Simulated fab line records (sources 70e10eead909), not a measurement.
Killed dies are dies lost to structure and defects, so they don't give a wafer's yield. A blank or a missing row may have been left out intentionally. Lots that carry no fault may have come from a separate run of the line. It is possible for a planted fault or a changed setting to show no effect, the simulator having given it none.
fab line records | flow nand-harc
record: lots: 14 | wafers: 39 | last-day: 33
route steps=1302 shown A_ONON_D1@433 A_CHANNEL_HOLE_D1@465
lots untouched by any fault: they come from a run of this same line in which no faults occurred
start-h: the number of hours between the record's first day and the start of the first shown wafer of the lot | wait-h: time in hours since the lot's previous step | " as in the row above | L1.1+2: several wafers, shown together as one row | - no value, or no start given | * or withheld: withheld | < > ~ a bound
route shown NAME@n: NAME is a module with steps in the file, n the number in the route of the first one | usual: mean/standard deviation taken from wafers without a fault | same: alike in all rows | chamber/n: place in a boat | sites: each site's reading | _std_site: the values' standard deviation | _edge_site: outer sites' mean less inner sites' | radius-mm: for every site, how far away it sits from the centre of the wafer | mask NAME#n: copy n | behind: the tool/chamber that last shaped the wafer | hold: why the lot was held/for how many hours/how that ended | device: whichever transistor did not switch (one of n, p or np) | end of line: the route-end tests of the same wafers | a step without rows: its recipe alone | killed: not the wafer's yield, but the dies lost to structure and defects at the first sort | map: shows each die of a wafer: x if killed, . if not, _ if none is there
set.NAME: the setting that was run; set.NAME@STEP: the one run at that earlier step | model.NAME: the simulator's own value behind a step, which no gauge read
a sample of lots followed through the steps of the route, with each step as a table and each wafer as a row
services: from which hour (start-h, from the record's first day; less than 0 if before it) a tool's chamber was out of use, for how many hours, and why
== steps ==
step: NHARC_A_ONON_D1_THK_MEAS_14
recipe: thk-meas-gauge: ellipsometry
usual: thk-nm: 999/12
lot.wafer | tool          | chamber | start-h | wait-h | thk-nm
L174.2    | film-metro-02 | -       | 160.19  | -      | 1003
L174.3    | "             | -       | "       | "      | 1001
L174.5    | "             | -       | "       | "      | 1001
L175.2    | film-metro-01 | -       | 176.83  | -      | 1026
L175.4    | "             | -       | "       | "      | 1025
L175.5    | "             | -       | "       | "      | 1026
L176.1    | film-metro-02 | -       | 187.50  | -      | 1007
L176.2    | "             | -       | "       | "      | 1005
L176.4    | "             | -       | "       | "      | 1006
L177.3    | film-metro-01 | -       | 187.66  | -      | 985
L177.4    | "             | -       | "       | "      | 985
L177.5    | "             | -       | "       | "      | 985
L178.1    | film-metro-01 | -       | 204.41  | -      | 993
L178.3    | "             | -       | "       | "      | 993
L178.5    | "             | -       | "       | "      | 992
L181.2    | film-metro-02 | -       | 238.64  | -      | 972
L181.3    | "             | -       | "       | "      | 974
L181.6    | "             | -       | "       | "      | 974
L185.4    | film-metro-02 | -       | 273.97  | -      | 995
L185.5    | "             | -       | "       | "      | 997
L186.5    | film-metro-02 | -       | 291.36  | -      | 992
L189.3    | film-metro-01 | -       | 307.15  | -      | 988
L189.5    | "             | -       | "       | "      | 990
L189.6    | "             | -       | "       | "      | 989
L190.1    | film-metro-01 | -       | 324.51  | -      | 1002
L190.3    | "             | -       | "       | "      | 1000
L190.4    | "             | -       | "       | "      | 1001
L193.1    | film-metro-01 | -       | 351.93  | -      | 1006
L193.2    | "             | -       | "       | "      | 1006
L193.6    | "             | -       | "       | "      | 1006
L195.3    | film-metro-02 | -       | 371.40  | -      | 991
L195.5    | "             | -       | "       | "      | 991
L195.6    | "             | -       | "       | "      | 991
L196.2    | film-metro-01 | -       | 382.22  | -      | 994
L196.3    | "             | -       | "       | "      | 995
L196.5    | "             | -       | "       | "      | 993
L197.3    | film-metro-01 | -       | 388.13  | -      | 1004
L197.4    | "             | -       | "       | "      | 1004
L197.6    | "             | -       | "       | "      | 1005
step: NHARC_A_ONON_D1_INSPECT_32
usual: raw-defect-count: 76/26
lot.wafer | tool              | chamber | start-h | wait-h | raw-defect-count
L174.2    | defect-inspect-02 | -       | 170.79  | 0.0    | 81
L174.3    | "                 | -       | "       | "      | 83
L174.5    | "                 | -       | "       | "      | 83
L175.2    | defect-inspect-01 | -       | 188.56  | 0.0    | 54
L175.4    | "                 | -       | "       | "      | 43
L175.5    | "                 | -       | "       | "      | 54
L176.1    | defect-inspect-02 | -       | 200.67  | 0.0    | 63
L176.2    | "                 | -       | "       | "      | 81
L176.4    | "                 | -       | "       | "      | 26
L177.3    | defect-inspect-01 | -       | 200.68  | 0.0    | 43
L177.4    | "                 | -       | "       | "      | 104
L177.5    | "                 | -       | "       | "      | 71
L178.1    | defect-inspect-02 | -       | 218.70  | 0.0    | 133
L178.3    | "                 | -       | "       | "      | 94
L178.5    | "                 | -       | "       | "      | 127
L181.2    | defect-inspect-02 | -       | 250.51  | 0.0    | 111
L181.3    | "                 | -       | "       | "      | 68
L181.6    | "                 | -       | "       | "      | 53
L185.4    | defect-inspect-01 | -       | 287.49  | 0.0    | 126
L185.5    | "                 | -       | "       | "      | 86
L186.5    | defect-inspect-02 | -       | 301.96  | 0.0    | 106
L189.3    | defect-inspect-02 | -       | 317.60  | 0.0    | 36
L189.5    | "                 | -       | "       | "      | 50
L189.6    | "                 | -       | "       | "      | 69
L190.1    | defect-inspect-02 | -       | 335.94  | 0.0    | 36
L190.3    | "                 | -       | "       | "      | 70
L190.4    | "                 | -       | "       | "      | 45
L193.1    | defect-inspect-02 | -       | 362.47  | 0.0    | 31
L193.2    | "                 | -       | "       | "      | 87
L193.6    | "                 | -       | "       | "      | 39
L195.3    | defect-inspect-02 | -       | 385.39  | 0.0    | 93
L195.5    | "                 | -       | "       | "      | 97
L195.6    | "                 | -       | "       | "      | 85
L196.2    | defect-inspect-01 | -       | 393.95  | 0.0    | 62
L196.3    | "                 | -       | "       | "      | 86
L196.5    | "                 | -       | "       | "      | 51
L197.3    | defect-inspect-01 | -       | 401.63  | 0.0    | 67
L197.4    | "                 | -       | "       | "      | 62
L197.6    | "                 | -       | "       | "      | 54
step: NHARC_A_CHANNEL_HOLE_D1_DESCUM_15
recipe: time-s: 3 | o2-flow-sccm: 200 | ar-flow-sccm: 0 | bias-power-w: 0 | chemistry: O2
usual: drypump-motor-current-A: 5.8/0.46 | oes-product-au: 0.998/0.013 | rf-vpp-V: 57.9/0.84 | showerhead-plenum-p-Torr: 1.92/0.064 | throttle-valve-pct: 11.312/0.0093
same: time-s: 3
lot.wafer | tool        | chamber | start-h | wait-h | drypump-motor-current-A | oes-product-au | rf-hours-counter-h | rf-vpp-V | showerhead-plenum-p-Torr | throttle-valve-pct
L174.2    | rie-diel-06 | 1       | 173.87  | 0.2    | 5.8                     | 1.001          | 14                 | 58.9     | 1.90                     | 11.308
L174.3    | "           | 2       | "       | "      | 5.3                     | 0.999          | 14                 | 58.6     | 1.97                     | 11.313
L174.5    | "           | 2       | "       | "      | 5.3                     | 0.996          | -                  | 59.6     | 1.97                     | 11.302
L175.2    | rie-diel-05 | 2       | 194.51  | 0.1    | 5.7                     | 1.012          | 49                 | 57.3     | 1.76                     | 11.308
L175.4    | "           | 1       | "       | "      | 6.4                     | 1.003          | 47                 | 59.1     | 2.06                     | 11.309
L175.5    | "           | 2       | "       | "      | 5.7                     | 1.015          | -                  | 56.9     | 1.76                     | 11.310
L176.1    | rie-diel-06 | 1       | 203.85  | 0.1    | 5.8                     | 1.000          | 22                 | 55.9     | 1.90                     | 11.325
L176.2    | "           | 2       | "       | "      | 5.3                     | 0.996          | 20                 | 58.5     | 1.97                     | 11.322
L176.4    | "           | 0       | "       | "      | 6.1                     | 0.990          | 20                 | 55.9     | 1.95                     | 11.322
L177.3    | rie-diel-05 | 2       | 205.11  | 0.1    | 5.7                     | 1.008          | 50                 | 57.6     | 1.76                     | 11.317
L177.4    | "           | 0       | "       | "      | 5.6                     | 1.001          | 47                 | 57.9     | 1.87                     | 11.307
L177.5    | "           | 1       | "       | "      | 6.3                     | 1.001          | -                  | 58.4     | 2.06                     | 11.288
L178.1    | rie-diel-13 | 2       | 221.60  | 0.1    | 6.3                     | 0.991          | 2                  | 58.1     | 1.88                     | 11.298
L178.3    | "           | 0       | "       | "      | 5.5                     | 0.977          | 2                  | 57.4     | 1.88                     | 11.297
L178.5    | "           | 2       | "       | "      | 6.3                     | 0.985          | -                  | 57.8     | 1.88                     | 11.319
L181.3    | rie-diel-13 | 0       | 256.09  | 0.1    | 5.5                     | 0.991          | 5                  | 57.6     | 1.88                     | 11.311
L181.2    | "           | 1       | "       | "      | 6.5                     | 1.006          | 4                  | 57.5     | 1.89                     | 11.306
L181.6    | "           | 1       | "       | "      | 6.5                     | 1.010          | -                  | 56.8     | 1.89                     | 11.295
L185.4    | rie-diel-13 | 3       | 291.25  | 0.1    | 5.4                     | 0.994          | 9                  | 57.4     | 1.99                     | 11.296
L185.5    | "           | 3       | "       | "      | 5.3                     | 1.002          | -                  | 58.0     | 1.99                     | 11.316
L186.5    | rie-diel-13 | 2       | 309.04  | 0.1    | 6.3                     | 0.991          | -                  | 56.3     | 1.88                     | 11.300
L189.3    | rie-diel-05 | 2       | 322.14  | 0.1    | 5.7                     | 1.007          | 26                 | 58.2     | 2.07                     | 11.335
L189.6    | "           | 3       | "       | "      | 5.5                     | 1.010          | -                  | 56.4     | 1.91                     | 11.320
L189.5    | "           | 0       | "       | "      | 5.6                     | 1.027          | -                  | 57.9     | 1.86                     | 11.320
L190.1    | rie-diel-05 | 0       | 338.82  | 0.1    | 5.6                     | 1.020          | 32                 | 57.9     | 1.86                     | 11.291
L190.4    | "           | 1       | "       | "      | 6.3                     | 0.998          | 34                 | 58.1     | 2.04                     | 11.307
L190.3    | "           | 2       | "       | "      | 5.7                     | 1.011          | 33                 | 58.4     | 2.07                     | 11.303
L193.1    | rie-diel-06 | 1       | 365.39  | 0.1    | 5.8                     | 1.016          | 13                 | 57.6     | 1.88                     | 11.323
L193.2    | "           | 3       | "       | "      | 5.2                     | 1.017          | 14                 | 57.9     | 1.90                     | 11.306
L193.6    | "           | 2       | "       | "      | 5.3                     | 0.988          | -                  | 58.7     | 1.96                     | 11.319
L195.3    | rie-diel-06 | 1       | 389.21  | 0.1    | 5.9                     | 0.992          | 21                 | 56.5     | 1.88                     | 11.303
L195.6    | "           | 1       | "       | "      | 5.9                     | 1.011          | -                  | 57.1     | 1.88                     | 11.315
L195.5    | "           | 2       | "       | "      | 5.3                     | 0.967          | -                  | 58.0     | 1.95                     | 11.307
L196.3    | rie-diel-13 | 0       | 396.85  | 0.1    | 5.4                     | 0.986          | 3                  | 58.2     | 1.87                     | 11.298
L196.2    | "           | 1       | "       | "      | 6.5                     | 1.004          | 2                  | 57.5     | 1.89                     | 11.305
L196.5    | "           | 1       | "       | "      | 6.5                     | 0.990          | -                  | 57.8     | 1.89                     | 11.308
L197.3    | rie-diel-13 | 0       | 404.53  | 0.1    | 5.5                     | 0.997          | 4                  | 56.2     | 1.87                     | 11.303
L197.4    | "           | 2       | "       | "      | 6.3                     | 0.995          | 4                  | 57.5     | 1.88                     | 11.303
L197.6    | "           | 3       | "       | "      | 5.3                     | 0.991          | -                  | 58.0     | 1.98                     | 11.322
step: NHARC_A_CHANNEL_HOLE_D1_ETCH_34
recipe: target-depth-a: 1540 | time-s: 77 | cf4-flow-sccm: 100 | chf3-flow-sccm: 30 | ar-flow-sccm: 0 | rf-w: 500 | bias-w: 200 | chemistry: CF4/CHF3
usual: drypump-motor-current-A: 5.8/0.46 | oes-product-au: 0.943/0.026 | rf-vpp-V: 370.8/2 | showerhead-plenum-p-Torr: 1.58/0.051 | throttle-valve-pct: 16.802/0.0097
same: time-s: 77
lot.wafer | tool        | chamber | start-h | wait-h | drypump-motor-current-A | oes-product-au | rf-hours-counter-h | rf-vpp-V | showerhead-plenum-p-Torr | throttle-valve-pct
L174.3    | rie-diel-06 | 0       | 176.30  | -      | 6.1                     | 0.950          | 15                 | 369.9    | 1.60                     | 16.813
L174.2    | "           | 2       | "       | "      | 5.3                     | 0.957          | 16                 | 371.4    | 1.62                     | 16.806
L174.5    | "           | 0       | "       | "      | 6.1                     | 0.950          | -                  | 371.0    | 1.60                     | 16.817
L175.2    | rie-diel-05 | 2       | 194.95  | -      | 5.7                     | 0.971          | 49                 | 367.5    | 1.45                     | 16.782
L175.4    | "           | 3       | "       | "      | 5.5                     | 0.962          | 47                 | 370.8    | 1.58                     | 16.811
L175.5    | "           | 1       | "       | "      | 6.3                     | 0.982          | -                  | 375.1    | 1.69                     | 16.790
L176.1    | rie-diel-06 | 2       | 204.29  | -      | 5.3                     | 0.958          | 20                 | 373.8    | 1.62                     | 16.803
L176.2    | "           | 3       | "       | "      | 5.2                     | 0.969          | 19                 | 369.8    | 1.58                     | 16.800
L176.4    | "           | 0       | "       | "      | 6.1                     | 0.973          | 21                 | 371.5    | 1.60                     | 16.801
L177.4    | rie-diel-05 | 1       | 205.53  | -      | 6.3                     | 0.964          | 49                 | 374.3    | 1.69                     | 16.809
L177.3    | "           | 0       | "       | "      | 5.6                     | 0.975          | 47                 | 369.1    | 1.54                     | 16.803
L177.5    | "           | 1       | "       | "      | 6.3                     | 0.967          | -                  | 373.6    | 1.69                     | 16.795
L178.1    | rie-diel-13 | 2       | 222.04  | -      | 6.3                     | 0.954          | 2                  | 368.2    | 1.55                     | 16.803
L178.3    | "           | 3       | "       | "      | 5.3                     | 0.967          | 2                  | 372.9    | 1.63                     | 16.811
L178.5    | "           | 1       | "       | "      | 6.5                     | 0.987          | -                  | 369.8    | 1.56                     | 16.786
L181.2    | rie-diel-13 | 3       | 256.52  | -      | 5.3                     | 0.910          | 6                  | 372.6    | 1.63                     | 16.807
L181.3    | "           | 2       | "       | "      | 6.3                     | 0.906          | 5                  | 370.4    | 1.55                     | 16.811
L181.6    | "           | 3       | "       | "      | 5.4                     | 0.907          | -                  | 371.6    | 1.63                     | 16.811
L185.4    | rie-diel-13 | 0       | 291.69  | -      | 5.4                     | 0.824          | 8                  | 369.5    | 1.54                     | 16.810
L185.5    | "           | 2       | "       | "      | 6.3                     | 0.826          | -                  | 371.1    | 1.55                     | 16.796
L186.5    | rie-diel-13 | 0       | 309.47  | -      | 5.5                     | 0.827          | -                  | 369.7    | 1.54                     | 16.793
L189.3    | rie-diel-05 | 1       | 322.56  | -      | 6.3                     | 0.983          | 29                 | 373.9    | 1.68                     | 16.810
L189.5    | "           | 3       | "       | "      | 5.5                     | 0.957          | -                  | 370.1    | 1.57                     | 16.779
L189.6    | "           | 0       | "       | "      | 5.6                     | 0.987          | -                  | 368.6    | 1.53                     | 16.817
L190.3    | rie-diel-05 | 2       | 339.26  | -      | 5.7                     | 0.932          | 33                 | 373.4    | 1.69                     | 16.813
L190.4    | "           | 3       | "       | "      | 5.5                     | 0.925          | 33                 | 371.1    | 1.57                     | 16.804
L190.1    | "           | 0       | "       | "      | 5.7                     | 0.947          | 32                 | 367.8    | 1.53                     | 16.796
L193.2    | rie-diel-06 | 2       | 366.29  | -      | 5.3                     | 0.918          | 13                 | 372.5    | 1.61                     | 16.796
L193.1    | "           | 3       | "       | "      | 5.2                     | 0.945          | 15                 | 370.8    | 1.56                     | 16.804
L193.6    | "           | 1       | "       | "      | 5.9                     | 0.928          | -                  | 370.5    | 1.55                     | 16.812
L195.3    | rie-diel-06 | 0       | 389.65  | -      | 6.1                     | 0.990          | 22                 | 370.6    | 1.59                     | 16.800
L195.5    | "           | 1       | "       | "      | 5.9                     | 0.964          | -                  | 370.9    | 1.55                     | 16.791
L195.6    | "           | 2       | "       | "      | 5.3                     | 0.946          | -                  | 372.2    | 1.61                     | 16.801
L196.3    | rie-diel-13 | 0       | 397.28  | -      | 5.4                     | 0.951          | 3                  | 369.5    | 1.54                     | 16.791
L196.2    | "           | 3       | "       | "      | 5.4                     | 0.961          | 3                  | 373.1    | 1.63                     | 16.806
L196.5    | "           | 1       | "       | "      | 6.5                     | 0.946          | -                  | 369.7    | 1.55                     | 16.808
L197.4    | rie-diel-13 | 1       | 404.95  | -      | 6.5                     | 0.923          | 3                  | 369.4    | 1.55                     | 16.786
L197.3    | "           | 2       | "       | "      | 6.2                     | 0.931          | 4                  | 369.8    | 1.54                     | 16.799
L197.6    | "           | 2       | "       | "      | 6.2                     | 0.935          | -                  | 370.9    | 1.54                     | 16.800
== services ==
tool        | chamber | start-h | hours | kind
rie-diel-13 | -       | 165.23  | 9.0   | pm
rie-diel-13 | 0       | 165.23  | 9.0   | vent-cycle
rie-diel-13 | 1       | 165.23  | 9.0   | vent-cycle
rie-diel-13 | 2       | 165.23  | 9.0   | vent-cycle
rie-diel-13 | 3       | 165.23  | 9.0   | vent-cycle
rie-diel-13 | 0       | 174.23  | -     | clean
rie-diel-13 | 1       | 174.23  | -     | clean
rie-diel-13 | 2       | 174.23  | -     | clean
rie-diel-13 | 3       | 174.23  | -     | clean
rie-diel-13 | 1       | 187.75  | 21.0  | repair
rie-diel-13 | 2       | 197.62  | 2.8   | repair
rie-diel-13 | 0       | 198.73  | -     | clean
rie-diel-13 | 3       | 198.73  | -     | clean
rie-diel-06 | 3       | 216.75  | 16.1  | repair
rie-diel-06 | 0       | 219.09  | 15.8  | repair
rie-diel-13 | 0       | 223.23  | -     | clean
rie-diel-13 | 1       | 223.23  | -     | clean
rie-diel-05 | -       | 229.64  | 9.0   | pm
rie-diel-06 | -       | 308.02  | 9.0   | pm
rie-diel-13 | 2       | 310.75  | 4.6   | repair
rie-diel-05 | 0       | 314.67  | 5.5   | repair
rie-diel-13 | -       | 342.23  | 9.0   | pm
rie-diel-13 | -       | 362.84  | 3.2   | repair
rie-diel-13 | 1       | 386.99  | 5.9   | repair
== key ==
first-sign: step: NHARC_A_CHANNEL_HOLE_D1_ETCH_34 | reading: oes-product-au | direction: down | sigmas: 4.5 | usual: 0.943 | struck: 0.826
effect none on later readings
met-at NHARC_A_CHANNEL_HOLE_D1_ETCH_34
struck-lots L185,L186
struck-wafers L185.4,L185.5,L186.5
later-rows-left-out L185.4,L185.5,L186.5
sort-left-out L185.4,L185.5,L186.5
tester-left-out L185,L186
not-acting-at NHARC_A_ONON_D1_THK_MEAS_14,NHARC_A_ONON_D1_INSPECT_32,NHARC_A_CHANNEL_HOLE_D1_DESCUM_15
onset-between 256.52 291.69
fault: kind: process-parameter-drift | tool: rie-diel-13 | chamber: - | onset-h: 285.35 | steps: NHARC_A_CHANNEL_HOLE_D1_ETCH_34 | channel: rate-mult | offset: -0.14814 | shape: step | end-h: 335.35 | scope: struck-wafers-only
tester-left-out: of these lots the tester's yield and bins aren't shown, on N5 and GAA mostly nor the transistor test; their killed dies are dies lost to structure and defects alone, not to doping, threshold or leakage, so they don't give the yield
sort-left-out: the simulated sort isn't trusted on such a fault, so these wafers' sort isn't shown, and their yield isn't known
later-rows-left-out: the simulator's readings of these wafers behind a module that went badly wrong aren't trusted and aren't shown, but for the sort
